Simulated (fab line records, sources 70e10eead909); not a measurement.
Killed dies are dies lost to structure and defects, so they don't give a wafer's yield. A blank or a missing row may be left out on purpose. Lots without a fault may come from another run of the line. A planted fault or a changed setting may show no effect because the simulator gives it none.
Chamber matching | flow nand_harc | NHARC_P_CONTACT_ETCH_35 on rie_diel-01: 4 sister chambers
The step etches the open film in CF4, target depth 39 nm, time 65 s. 4 wafers are shown with their chamber, then 7 later ones without.

WAFERS WITH THEIR CHAMBER
wafer  | chamber | drypump_motor_current_A (A)
L798.5 | 2       | 6.09
L802.5 | 3       | 5.44
L802.6 | 0       | 6.01
L803.4 | 1       | 5.60

WAFERS WITHOUT THEIR CHAMBER
wafer  | drypump_motor_current_A (A)
L803.5 | 6.07
L804.2 | 6.09
L804.3 | 5.61
L804.4 | 6.02
L809.3 | 5.44
L809.4 | 5.58
L809.6 | 5.45

WHICH CHAMBER EACH WENT THROUGH
wafer  | from the rows above | in truth
L803.5 | 2                   | 2
L804.2 | 2                   | 2
L804.3 | 1                   | 1
L804.4 | 0                   | 0
L809.3 | 3                   | 3
L809.4 | 1                   | 1
L809.6 | 3                   | 3
Placed correctly: 7 of 7. Can't be placed from these rows: 0. Placed wrongly: 0.
How it was worked out, from the rows above alone: a wafer's distance from a chamber is the root of the sum, over the readings, of the square of ((its reading less the chamber's mean) divided by the reading's scatter). The wafer belongs to the nearest chamber; if the next one is less than 2 further off, it can't be placed. A chamber's mean is the mean of its shown wafers. The scatter: with one shown wafer a chamber, the root of the mean of the squares of how far each hidden wafer lies from its nearest shown one.
